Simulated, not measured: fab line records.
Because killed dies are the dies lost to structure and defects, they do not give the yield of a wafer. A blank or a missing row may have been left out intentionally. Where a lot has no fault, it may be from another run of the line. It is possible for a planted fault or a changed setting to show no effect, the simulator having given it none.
Chamber matching :: flow nandHarc :: pecvd-03 running NHARC_P_M2_DEP_33: 3 sister chambers
The step deposits SiCN, target thk 30 nm. 6 wafers are shown with their chamber, then 9 later ones without.

EACH WAFER AND ITS CHAMBER
wafer: L083.1
chamber: 2
heaterPowerW (W): 640

wafer: L083.4
chamber: 0
heaterPowerW (W): 620

wafer: L083.6
chamber: 2
heaterPowerW (W): 611

wafer: L090.3
chamber: 1
heaterPowerW (W): 657

wafer: L090.4
chamber: 1
heaterPowerW (W): 649

wafer: L090.6
chamber: 0
heaterPowerW (W): 601

WAFERS WITHOUT THEIR CHAMBER
wafer: L091.3
heaterPowerW (W): 568

wafer: L091.4
heaterPowerW (W): 672

wafer: L091.6
heaterPowerW (W): 633

wafer: L093.2
heaterPowerW (W): 636

wafer: L093.5
heaterPowerW (W): 640

wafer: L093.6
heaterPowerW (W): 587

wafer: L096.1
heaterPowerW (W): 636

wafer: L096.2
heaterPowerW (W): 601

wafer: L096.3
heaterPowerW (W): 693

WHICH CHAMBER EACH WENT THROUGH
wafer: L091.3
from the rows above: can't be placed: 0 or 2
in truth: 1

wafer: L091.4
from the rows above: can't be placed: 1 or 2
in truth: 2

wafer: L091.6
from the rows above: can't be placed: 2 or 1 or 0
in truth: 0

wafer: L093.2
from the rows above: can't be placed: 2 or 1 or 0
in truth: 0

wafer: L093.5
from the rows above: can't be placed: 1 or 2 or 0
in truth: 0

wafer: L093.6
from the rows above: can't be placed: 0 or 2
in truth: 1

wafer: L096.1
from the rows above: can't be placed: 2 or 1 or 0
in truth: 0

wafer: L096.2
from the rows above: can't be placed: 0 or 2
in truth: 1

wafer: L096.3
from the rows above: can't be placed: 1 or 2
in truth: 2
0 of 9 placed correctly. Cannot be placed on the basis of these rows: 9; the candidates contain the true chamber in 6. 0 placed wrongly.
How it was worked out, from the rows above alone: a wafer's distance from a chamber is the root of the sum, over the readings, of the square of ((its reading less the chamber's mean) divided by the reading's scatter). If the next closest chamber is less than 2 further off than the closest, the wafer can't be placed; otherwise it belongs to the closest. The mean given for a chamber averages the wafers shown for that chamber. The scatter: take each reading less its chamber's mean, square it, sum over the shown wafers, divide by the number of wafers less the number of chambers, and take the root.
